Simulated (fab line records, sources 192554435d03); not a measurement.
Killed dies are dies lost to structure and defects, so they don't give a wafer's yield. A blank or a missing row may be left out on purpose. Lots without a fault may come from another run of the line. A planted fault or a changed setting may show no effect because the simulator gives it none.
fab line records | flow n5_finfet
record lots=7 wafers=21
route steps=1938 shown BEOL_M1@792 BEOL_M2@881 BEOL_M3@980 BEOL_M4@1059 BEOL_M5@1141 BEOL_M6@1233
start_h: hours from the record's first day to the start of the lot's first wafer shown | wait_h: hours since the lot's step before | " the same as in the row above | L1.1+2: a row that stands for several wafers | - no value, or no start given | * or withheld: withheld | < > ~ a bound
route shown NAME@n: a module of which the file shows steps, and the number in the route of the first | usual: mean/standard deviation of fault-free wafers | same: alike in all rows | chamber/n: place in a boat | sites: the reading at each site | _std_site: their standard deviation | _edge_site: outer sites' mean less inner sites' | radius_mm: how far each site lies from the wafer's centre | mask NAME#n: copy n | behind: the tool/chamber that last shaped the wafer | hold: why the lot was held/for how many hours/how that ended | device: the transistor (n, p or np) that didn't switch | end of line: the same wafers' tests at the end of the route | a step without rows: its recipe alone | killed: dies lost to structure and defects at the first sort, not the wafer's yield | map: a wafer's dies, x killed, . not, _ none there
set.NAME: the setting as run; set.NAME@STEP: as run at that earlier step | model.NAME: the simulator's own value behind a step, which no gauge read
lots whose settings were changed on purpose; a table a step, a row a wafer
## steps
# step N5_BEOL_M1_ALD_98
# recipe material=SiO2 target_thk_a=25 temp_c=100 ald_precursor_family=BDEAS ald_co_reactant=O2-plasma pulse_time_s=1 co_reactant_pulse_time_s=1 purge_time_s=2 co_reactant_purge_time_s=2 ald_cycles=17 pressure_torr=2
# columns lot.wafer tool chamber start_h wait_h set.ald_cycles
L075.1+3+4 ald_sin-02 1,0,3 131.25 0.4 19
L079.1+5 ald_sin-02 1,2 151.09 0.1 16
L079.3 " 2 " " 17
L081.2 ald_sin-02 3 168.06 0.1 18
L081.4+6 " 1 " " 17
L083.1 ald_sin-02 3 175.72 0.1 17
L083.4+5 " 0,1 " " 15
L085.1+2+6 ald_sin-04 1,2,0 201.47 0.1 17
L087.1+2+3 ald_sin-02 0,1,2 209.67 0.1 17
L097.1+3+5 ald_sin-01 2,1,2 265.68 0.1 17
# step N5_BEOL_M1_ETCHBACK_99
# recipe chemistry=CHF3 target=SiO2 target_depth_a=50 time_s=10.4 source_w=215 bias_w=47 Ar_flow_sccm=200 CHF3_flow_sccm=12 ion_energy_ev=100 pressure_mtorr=30
# step N5_BEOL_M1_ETCH_70
# recipe chemistry=N2/H2 target=SOC target_depth_a=800 overetch_a=160 mask_material=SiARC temp_c=40 time_s=120 ion_energy_ev=200 pressure_mtorr=30 source_w=840 bias_w=150 n2_flow_sccm=200 h2_flow_sccm=200
# step N5_BEOL_M1_STRIP_71
# recipe chemistry=N2/H2 temp_c=40 n2_flow_sccm=200 h2_flow_sccm=200 rf_frequency_hz=6e+07
# step N5_BEOL_M1_STRIP_78
# recipe chemistry=N2/H2 temp_c=40 n2_flow_sccm=200 h2_flow_sccm=200 rf_frequency_hz=6e+07
# step N5_BEOL_M1_VIA_ETCH_34
# recipe chemistry=C4F6/O2 target_depth_a=678 mask_material=SOC pressure_mtorr=15 ion_energy_ev=250 taper_deg=4 time_s=64.4 source_w=350 bias_w=170 Ar_flow_sccm=300 C4F6_flow_sccm=10 O2_flow_sccm=10
# columns lot.wafer tool chamber start_h wait_h set.dose_mj@BEOL_M1_EXPOSE_25 model.BEOL_M1.cd_nm
L075.1 rie_diel-03 3 131.78 0.0 63 16.8
L075.3 " 0 " " 66.91 18.6
L075.4 " 1 " " 66.91 18.2
L079.1+3 rie_diel-03 0,3 156.51 0.0 63 17.6
L079.5 " 1 " " 61.26 17.4
L081.2 rie_diel-03 0 170.64 0.0 63 18
L081.4 " 2 " " 63 17.6
L081.6 " 2 " " 63 18.2
L083.1 rie_diel-01 3 178.69 0.0 63 18.2
L083.4 " 1 " " 63 18.4
L083.5 " 1 " " 67.47 19.8
L085.1+2+6 rie_diel-02 0,1,2 204.03 0.0 63 18
L087.1 rie_diel-02 3 213.35 0.0 58.54 17
L087.2 " 2 " " 63 18
L087.3 " 1 " " 63 17.8
L097.1 rie_diel-03 3 266.68 0.0 61.37 17.4
L097.3 " 1 " " 61.37 17
L097.5 " 0 " " 63 18
# step N5_BEOL_M2_ETCH_69
# recipe chemistry=CF4 target=SiARC target_depth_a=156 mask_material=CAR-EUV time_s=26 ion_energy_ev=80 pressure_mtorr=40 source_w=545 bias_w=36 Ar_flow_sccm=100 cf4_flow_sccm=100 ends=cleared
# usual rf_vpp_V=183.9/1.3
# columns lot.wafer tool chamber start_h wait_h set.bias_w rf_vpp_V
L075.1 rie_diel-04 2 141.30 0.0 36 183.7
L075.3 " 3 " " 38.35 190.9
L075.4 " 1 " " 36 182.8
L079.1 rie_diel-04 2 163.51 0.0 36 183.7
L079.3 " 0 " " 40.81 200.9
L079.5 " 0 " " 40.81 201.0
L081.2 rie_diel-06 1 179.49 0.0 36 184.8
L081.4 " 3 " " 33.56 178.2
L081.6 " 2 " " 36 185.3
L083.1 rie_diel-04 0 186.78 0.0 36 185.4
L083.4 " 1 " " 33.83 175.0
L083.5 " 1 " " 36 182.6
L085.1 rie_diel-04 0 212.18 0.0 36 184.0
L085.2 " 2 " " 36 182.4
L085.6 " 2 " " 36 181.9
L087.1 rie_diel-04 2 220.95 0.0 36 183.6
L087.2 " 3 " " 36 183.2
L087.3 " 1 " " 36 182.8
L097.1 rie_diel-04 1 276.37 0.0 36 183.3
L097.3 " 0 " " 36 184.0
L097.5 " 3 " " 40.77 200.6
# step N5_BEOL_M3_TRENCH_ETCH_37
# recipe chemistry=C4F6/O2 target_depth_a=555.55 target=SiOC time_s=29.2 ion_energy_ev=250 pressure_mtorr=30 source_w=355 bias_w=185 Ar_flow_sccm=300 C4F6_flow_sccm=10 O2_flow_sccm=10
# usual rf_vpp_V=668/18
# columns lot.wafer tool chamber start_h wait_h set.bias_w rf_vpp_V model.BEOL_M3.feature_depth_nm
L075.1 rie_diel-01 2 - - 185 703 54.6
L075.3 " 3 " " 153.6 575 52.6
L075.4 " 1 " " 185 684 56.6
L079.1 rie_diel-03 3 - - 215.6 773 58.8
L079.3 " 1 " " 185 660 55.2
L079.5 " 3 " " 185 686 55.6
L081.2 rie_diel-03 2 - - 185 658 55.8
L081.4 " 3 " " 185 684 55.6
L081.6 " 3 " " 185 687 55.6
L083.1 rie_diel-02 3 - - 207.5 707 57.6
L083.4 " 1 " " 207.5 727 57.8
L083.5 " 2 " " 185 639 53.8
L085.1 rie_diel-03 3 - - 185 685 54.8
L085.2 " 1 " " 185 660 53.8
L085.6 " 2 " " 185 660 55
L087.1 rie_diel-01 3 - - 206 726 57.2
L087.2 " 0 " " 185 665 57.2
L087.3 " 1 " " 206 745 58.6
L097.1 rie_diel-03 0 - - 195.5 681 55.2
L097.3 " 3 " " 185 685 55.2
L097.5 " 2 " " 195.5 687 56.4
# step N5_BEOL_M3_ETCH_41
# recipe chemistry=CH3F/O2 target=SiCN target_depth_a=299 taper_deg=2 time_s=52.5 ion_energy_ev=120 mask_material=TiN pressure_mtorr=30 source_w=395 bias_w=75 Ar_flow_sccm=150 CH3F_flow_sccm=30 O2_flow_sccm=20
# columns lot.wafer tool chamber start_h wait_h set.target_depth_a model.etch.depth_nm
L075.1 rie_diel-01 2 - - 331.3 21.65
L075.3 " 3 " " 299 19.86
L075.4 " 1 " " 299 20.17
L079.1 rie_diel-03 3 - - 299 19.79
L079.3 " 1 " " 299 19.73
L079.5 " 3 " " 299 19.88
L081.2 rie_diel-03 2 - - 299 19.92
L081.4 " 3 " " 299 19.9
L081.6 " 3 " " 288.4 19.29
L083.1 rie_diel-02 3 - - 299 19.91
L083.4 " 1 " " 299 19.96
L083.5 " 2 " " 299 19.26
L085.1 rie_diel-03 3 - - 299 19.95
L085.2 " 1 " " 299 19.79
L085.6 " 2 " " 299 19.86
L087.1 rie_diel-01 3 - - 299 19.64
L087.2 " 0 " " 299 20.41
L087.3 " 1 " " 299 20.24
L097.1 rie_diel-03 0 - - 268.8 17.4
L097.3 " 3 " " 299 19.74
L097.5 " 2 " " 299 19.58
# step N5_BEOL_M4_DESCUM_33
# recipe chemistry=O2 time_s=7 source_power_w=50 bias_power_w=20 pressure_mtorr=20 rf_frequency_hz=2.712e+07 temp_c=40 resist=CAR-EUV o2_flow_sccm=225
# columns lot.wafer tool chamber start_h wait_h set.time_s model.CAR-EUV_of_BEOL_M4_COAT_22.thk_nm
L075.1 rie_diel-04 2 163.12 0.0 6.392 26.6
L075.3 " 0 " " 7 26.2
L075.4 " 1 " " 6.392 26.4
L079.1+5 rie_diel-04 3,1 188.36 0.0 7 26
L079.3 " 1 " " 6.016 26.4
L081.2 rie_diel-04 2 198.34 0.0 8.102 25.4
L081.4+6 " 3 " " 7 26
L083.1+5 rie_diel-05 1,0 201.91 0.3 7 26.2
L083.4 " 0 " " 7 26
L085.1+2+6 rie_diel-06 2,3,3 234.83 0.0 7 26
L087.1+2 rie_diel-04 0,2 238.31 0.0 7 26
L087.3 " 3 " " 8.111 25.4
L097.1 rie_diel-04 2 291.64 0.0 7 25.8
L097.3 " 1 " " 7 26
L097.5 " 2 " " 7.698 25.6
# step N5_BEOL_M4_ETCH_77
# recipe chemistry=N2/H2 target=underlayer target_depth_a=65 mask_material=CAR-EUV time_s=5.2 ion_energy_ev=200 pressure_mtorr=30 source_w=840 bias_w=150 n2_flow_sccm=200 h2_flow_sccm=200 ends=cleared
# step N5_BEOL_M4_ETCH_69
# recipe chemistry=CF4 target=SiARC target_depth_a=156 mask_material=CAR-EUV time_s=26 ion_energy_ev=80 pressure_mtorr=40 source_w=545 bias_w=36 Ar_flow_sccm=100 cf4_flow_sccm=100 ends=cleared
# columns lot.wafer tool chamber start_h wait_h set.time_s@BEOL_M4_DESCUM_33 model.CAR-EUV_of_BEOL_M4_COAT_22.thk_nm
L075.1+4 rie_diel-04 2,1 163.17 0.0 6.392 11.4
L075.3 " 0 " " 7 11.2
L079.1 rie_diel-04 3 188.41 0.0 7 11
L079.3 " 1 " " 6.016 11.6
L079.5 " 1 " " 7 11.2
L081.2 rie_diel-04 2 198.39 0.0 8.102 10.6
L081.4 " 3 " " 7 11.2
L081.6 " 3 " " 7 11
L083.1+4+5 rie_diel-05 1,0,0 201.96 0.0 7 11.2
L085.1+6 rie_diel-06 2,3 234.88 0.0 7 11
L085.2 " 3 " " 7 11.2
L087.1+2 rie_diel-04 0,2 238.36 0.0 7 11.2
L087.3 " 3 " " 8.111 10.6
L097.1 rie_diel-04 2 291.69 0.0 7 11
L097.3 " 1 " " 7 11.2
L097.5 " 2 " " 7.698 10.6
# step N5_BEOL_M4_ALD_98
# recipe material=SiO2 target_thk_a=25 temp_c=100 ald_precursor_family=BDEAS ald_co_reactant=O2-plasma pulse_time_s=1 co_reactant_pulse_time_s=1 purge_time_s=2 co_reactant_purge_time_s=2 ald_cycles=17 pressure_torr=2
# step N5_BEOL_M4_ETCHBACK_99
# recipe chemistry=CHF3 target=SiO2 target_depth_a=50 time_s=10.4 source_w=215 bias_w=47 Ar_flow_sccm=200 CHF3_flow_sccm=12 ion_energy_ev=100 pressure_mtorr=30
# columns lot.wafer tool chamber start_h wait_h set.time_s@BEOL_M4_DESCUM_33 model.CAR-EUV_of_BEOL_M4_COAT_22.thk_nm
L075.1 rie_diel-05 0 163.39 0.1 6.392 10.6
L075.3 " 3 " " 7 10.6
L075.4 " 1 " " 6.392 10.8
L079.1+5 rie_diel-04 3,1 188.65 0.1 7 10.4
L079.3 " 1 " " 6.016 10.8
L081.2 rie_diel-04 2 198.85 0.3 8.102 9.8
L081.4+6 " 1,2 " " 7 10.4
L083.1+5 rie_diel-06 2,0 203.82 1.7 7 10.6
L083.4 " 3 " " 7 10.4
L085.1+6 rie_diel-06 2 237.53 2.5 7 10.2
L085.2 " 1 " " 7 10.4
L087.1+2 rie_diel-04 3,0 240.73 2.2 7 10.4
L087.3 " 1 " " 8.111 9.8
L097.1 rie_diel-04 1 292.02 0.2 7 10.2
L097.3 " 3 " " 7 10.4
L097.5 " 3 " " 7.698 10
# step N5_BEOL_M4_VIA_ETCH_34
# recipe chemistry=C4F6/O2 target_depth_a=694 mask_material=SOC pressure_mtorr=15 ion_energy_ev=250 taper_deg=4 time_s=65.9 source_w=350 bias_w=170 Ar_flow_sccm=300 C4F6_flow_sccm=10 O2_flow_sccm=10
# usual rf_vpp_V=659/9.5
# columns lot.wafer tool chamber start_h wait_h set.source_w rf_vpp_V
L075.1 rie_diel-05 0 163.53 0.0 350 665
L075.3 " 3 " " 350 643
L075.4 " 1 " " 319.3 685
L079.1 rie_diel-04 3 188.79 0.0 390.7 630
L079.3 " 1 " " 350 668
L079.5 " 1 " " 350 666
L081.2 rie_diel-04 2 198.99 0.0 350 651
L081.4 " 1 " " 350 667
L081.6 " 2 " " 350 654
L083.1 rie_diel-06 2 203.96 0.0 350 647
L083.4 " 3 " " 350 664
L083.5 " 0 " " 329.2 660
L085.1 rie_diel-06 2 237.67 0.0 350 648
L085.2 " 1 " " 350 682
L085.6 " 2 " " 350 647
L087.1 rie_diel-04 3 240.87 0.0 350 663
L087.2 " 0 " " 350 663
L087.3 " 1 " " 407 618
L097.1 rie_diel-04 1 292.17 0.0 350 665
L097.3 " 3 " " 294.6 720
L097.5 " 3 " " 294.6 722
# step N5_BEOL_M5_COAT_74
# recipe resist=underlayer temp_c=205 time_s=60 spin_rpm=1500 resist_thk_nm=5
# columns lot.wafer tool chamber start_h wait_h set.spin_rpm model.underlayer_of_BEOL_M5_COAT_74.thk_nm
L075.1 litho_track-04 0 - - 1633 4.8
L075.3+4 " 0 " " 1500 5
L079.1+5 litho_track-05 0 - - 1338 5.4
L079.3 " 0 " " 1500 5
L081.2+4+6 litho_track-04 0 - - 1500 5
L083.1 litho_track-04 0 - - 1500 5
L083.4 " 0 " " 1559 5
L083.5 " 0 " " 1559 4.8
L085.1+2+6 litho_track-04 0 - - 1500 5
L087.1 litho_track-05 0 - - 1500 5
L087.2 " 0 " " 1559 5
L087.3 " 0 " " 1559 4.8
L097.1+3+5 litho_track-04 0 - - 1381 5.2
# step N5_BEOL_M5_EXPOSE_25
# recipe mask_id=V4 na=0.33 source_shape=quasar sigma_inner=0.2 sigma_outer=0.6 polarization=unpolarized defocus_nm=10 dose_mj=52.75
# columns lot.wafer tool chamber start_h wait_h mask set.dose_mj
L075.1+3+4 euv_scanner-01 0 173.36 - V4#0 52.75
L079.1+5 euv_scanner-02 0 197.97 - V4#0 50.66
L079.3 " 0 " " V4#0 52.75
L081.2+6 euv_scanner-02 0 209.68 - V4#0 49.87
L081.4 " 0 " " V4#0 52.75
L083.1+4 euv_scanner-02 0 212.31 - V4#0 49.04
L083.5 " 0 " " V4#0 52.75
L085.1+2+6 euv_scanner-01 0 245.52 - V4#0 52.75
L087.1+2+3 euv_scanner-02 0 250.71 - V4#0 49.89
L097.1+3 euv_scanner-02 0 301.71 - V4#0 50.76
L097.5 " 0 " " V4#0 52.75
# step N5_BEOL_M5_PEB_26
# recipe peb_temp_c=100 peb_time_s=60 resist=CAR-EUV
# step N5_BEOL_M5_DEVELOP_27
# recipe develop_time_s=30 developer=TMAH resist=CAR-EUV rinse_liquid=surfactant_rinse dry=air_spin dev_temp_c=23
# step N5_BEOL_M5_CD_MEAS_28
# recipe target_cd_nm=30.6 landing_energy_ev=500 detector=se_inlens target_cd_y_nm=20 polarity=opening
# usual cd_nm=30.51/0.23
# columns lot.wafer tool chamber start_h wait_h set.dose_mj@BEOL_M5_EXPOSE_25 cd_nm
L075.1 cd_sem-02 0 173.50 - 52.75 30.54
L075.3 " 0 " " 52.75 29.92
L075.4 " 0 " " 52.75 30.27
L079.1 cd_sem-03 0 198.11 - 50.66 29.37
L079.3 " 0 " " 52.75 30.48
L079.5 " 0 " " 50.66 29.52
L081.2 cd_sem-03 0 209.81 - 49.87 29.25
L081.4 " 0 " " 52.75 30.44
L081.6 " 0 " " 49.87 29.42
L083.1 cd_sem-02 0 212.45 - 49.04 28.34
L083.4 " 0 " " 49.04 28.67
L083.5 " 0 " " 52.75 30.62
L085.1 cd_sem-01 0 245.66 - 52.75 30.79
L085.2 " 0 " " 52.75 30.36
L085.6 " 0 " " 52.75 30.95
L087.1 cd_sem-02 0 250.85 - 49.89 29.21
L087.2 " 0 " " 49.89 28.95
L087.3 " 0 " " 49.89 29.26
L097.1 cd_sem-02 0 301.85 - 50.76 29.63
L097.3 " 0 " " 50.76 29.93
L097.5 " 0 " " 52.75 30.56
# step N5_BEOL_M5_DESCUM_33
# recipe chemistry=O2 time_s=7 source_power_w=50 bias_power_w=20 pressure_mtorr=20 rf_frequency_hz=2.712e+07 temp_c=40 resist=CAR-EUV o2_flow_sccm=225
# step N5_BEOL_M5_ETCH_75
# recipe chemistry=N2/H2 target=underlayer target_depth_a=65 mask_material=CAR-EUV time_s=5.2 ion_energy_ev=200 pressure_mtorr=30 source_w=840 bias_w=150 n2_flow_sccm=200 h2_flow_sccm=200 ends=cleared
# columns lot.wafer tool chamber start_h wait_h set.spin_rpm@BEOL_M5_COAT_74 set.dose_mj@BEOL_M5_EXPOSE_25 model.BEOL_M5.cd_nm model.etch.depth_nm
L075.1 rie_diel-03 2 173.80 0.0 1633 52.75 27.8 4.78
L075.3 " 3 " " 1500 52.75 28.2 5.001
L075.4 " 0 " " 1500 52.75 28 4.982
L079.1 rie_diel-03 0 198.79 0.0 1338 50.66 27 5.31
L079.3 " 3 " " 1500 52.75 27.6 5.028
L079.5 " 3 " " 1338 50.66 26.8 5.303
L081.2 rie_diel-01 1 210.10 0.0 1500 49.87 26.4 4.996
L081.4 " 0 " " 1500 52.75 28 4.999
L081.6 " 3 " " 1500 49.87 26.2 5.003
L083.1 rie_diel-02 3 212.63 0.0 1500 49.04 25.8 4.991
L083.4 " 1 " " 1559 49.04 26.6 4.905
L083.5 " 2 " " 1559 52.75 27.8 4.893
L085.1 rie_diel-02 3 246.12 0.0 1500 52.75 27.8 5.011
L085.2 " 0 " " 1500 52.75 28 5.014
L085.6 " 0 " " 1500 52.75 28 5.018
L087.1 rie_diel-03 0 251.13 0.0 1500 49.89 26.8 4.999
L087.2 " 2 " " 1559 49.89 26 4.903
L087.3 " 3 " " 1559 49.89 26.2 4.883
L097.1 rie_diel-02 3 302.00 0.0 1381 50.76 26.8 5.224
L097.3 " 0 " " 1381 50.76 26.6 5.197
L097.5 " 3 " " 1381 52.75 27 5.22
# step N5_BEOL_M6_ETCH_66
# recipe chemistry=N2/H2 target=SOC target_depth_a=800 overetch_a=160 mask_material=SiARC temp_c=40 time_s=120 ion_energy_ev=200 pressure_mtorr=30 source_w=840 bias_w=150 n2_flow_sccm=200 h2_flow_sccm=200
# usual rf_vpp_V=524/3.1
# columns lot.wafer tool chamber start_h wait_h set.bias_w rf_vpp_V model.SiARC_of_BEOL_M6_COAT_64.thk_nm
L075.1 rie_diel-04 2 187.05 0.0 171.1 567 5.4
L075.3 " 3 " " 150 525 6.4
L075.4 " 1 " " 171.1 566 5.6
L079.1 rie_diel-04 1 210.07 0.0 150 520 6.4
L079.3 " 2 " " 130.5 479 7.2
L079.5 " 0 " " 130.5 480 7.6
L081.2 rie_diel-06 0 221.73 0.0 150 520 6.6
L081.4 " 2 " " 150 525 6.4
L081.6 " 3 " " 142.4 512 6.6
L083.1 rie_diel-05 1 224.10 0.0 150 523 6.6
L083.4 " 0 " " 150 526 6.2
L083.5 " 2 " " 150 529 6.6
L085.1 rie_diel-06 3 257.81 0.0 150 530 6.2
L085.2 " 2 " " 150 522 6.4
L085.6 " 0 " " 150 521 6.6
L087.1 rie_diel-05 1 262.44 0.0 169.1 561 5.6
L087.2 " 3 " " 150 529 6.6
L087.3 " 2 " " 150 527 6.6
L097.1 rie_diel-05 2 313.83 0.0 162.4 555 6.2
L097.3 " 0 " " 150 527 6.4
L097.5 " 2 " " 162.4 554 6.2
# step N5_BEOL_M6_TRENCH_ETCH_37
# recipe chemistry=C4F6/O2 target_depth_a=944.35 target=SiCOH_lowk time_s=31.5 ion_energy_ev=250 pressure_mtorr=30 source_w=345 bias_w=185 Ar_flow_sccm=300 C4F6_flow_sccm=10 O2_flow_sccm=10
# usual rf_vpp_V=658/8.8
# columns lot.wafer tool chamber start_h wait_h set.bias_w rf_vpp_V
L075.1 rie_diel-04 2 - - 185 652
L075.3 " 3 " " 185 664
L075.4 " 1 " " 185 664
L079.1 rie_diel-04 1 - - 158.8 590
L079.3 " 2 " " 185 653
L079.5 " 0 " " 185 661
L081.2 rie_diel-06 0 - - 185 641
L081.4 " 2 " " 185 648
L081.6 " 3 " " 185 661
L083.1 rie_diel-05 1 - - 185 654
L083.4 " 0 " " 185 664
L083.5 " 2 " " 207.7 726
L085.1 rie_diel-06 3 - - 185 660
L085.2 " 2 " " 185 647
L085.6 " 0 " " 185 640
L087.1 rie_diel-05 1 - - 151.8 557
L087.2 " 3 " " 151.8 560
L087.3 " 2 " " 185 664
L097.1 rie_diel-05 2 - - 211.5 737
L097.3 " 0 " " 185 661
L097.5 " 2 " " 185 663
## key
split step=N5_BEOL_M1_ALD_98 setting=ald_cycles stated=17 by=wafer
response none clear
split step=N5_BEOL_M2_ETCH_69 setting=bias_w stated=36 by=wafer
response step=N5_BEOL_M2_ETCH_69 reading=rf_vpp_V change=+1.26 per=1% r=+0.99
split step=N5_BEOL_M3_TRENCH_ETCH_37 setting=bias_w stated=185 by=wafer
response step=N5_BEOL_M3_TRENCH_ETCH_37 reading=rf_vpp_V change=+6.22 per=1% r=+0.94
response step=N5_BEOL_M3_TRENCH_ETCH_37 reading=model.BEOL_M3.feature_depth_nm change=+0.191 per=1% r=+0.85
split step=N5_BEOL_M3_ETCH_41 setting=target_depth_a stated=299 by=wafer
response step=N5_BEOL_M3_ETCH_41 reading=model.etch.depth_nm change=+0.185 per=1% r=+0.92
split step=N5_BEOL_M4_DESCUM_33 setting=time_s stated=7 by=wafer
response step=N5_BEOL_M4_DESCUM_33 reading=model.CAR-EUV_of_BEOL_M4_COAT_22.thk_nm change=-0.0346 per=1% r=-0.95
response step=N5_BEOL_M4_ETCH_69 reading=model.CAR-EUV_of_BEOL_M4_COAT_22.thk_nm change=-0.0357 per=1% r=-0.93
response step=N5_BEOL_M4_ETCHBACK_99 reading=model.CAR-EUV_of_BEOL_M4_COAT_22.thk_nm change=-0.0326 per=1% r=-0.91
split step=N5_BEOL_M4_VIA_ETCH_34 setting=source_w stated=350 by=wafer
response step=N5_BEOL_M4_VIA_ETCH_34 reading=rf_vpp_V change=-3.08 per=1% r=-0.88
split step=N5_BEOL_M5_COAT_74 setting=spin_rpm stated=1500 by=wafer
response step=N5_BEOL_M5_COAT_74 reading=model.underlayer_of_BEOL_M5_COAT_74.thk_nm change=-0.0304 per=1% r=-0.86
response step=N5_BEOL_M5_ETCH_75 reading=model.etch.depth_nm change=-0.025 per=1% r=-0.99
split step=N5_BEOL_M5_EXPOSE_25 setting=dose_mj stated=52.75 by=wafer
response step=N5_BEOL_M5_CD_MEAS_28 reading=cd_nm change=+0.256 per=1% r=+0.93
response step=N5_BEOL_M5_ETCH_75 reading=model.BEOL_M5.cd_nm change=+0.224 per=1% r=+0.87
split step=N5_BEOL_M6_ETCH_66 setting=bias_w stated=150 by=wafer
response step=N5_BEOL_M6_ETCH_66 reading=rf_vpp_V change=+2.91 per=1% r=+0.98
response step=N5_BEOL_M6_ETCH_66 reading=model.SiARC_of_BEOL_M6_COAT_64.thk_nm change=-0.0651 per=1% r=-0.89
split step=N5_BEOL_M6_TRENCH_ETCH_37 setting=bias_w stated=185 by=wafer
response step=N5_BEOL_M6_TRENCH_ETCH_37 reading=rf_vpp_V change=+5.39 per=1% r=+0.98
split outside_this_file step=N5_BEOL_M1_EXPOSE_25 setting=dose_mj
# split outside_this_file: this setting was split too, and the file shows its column; the key of that split is in another file
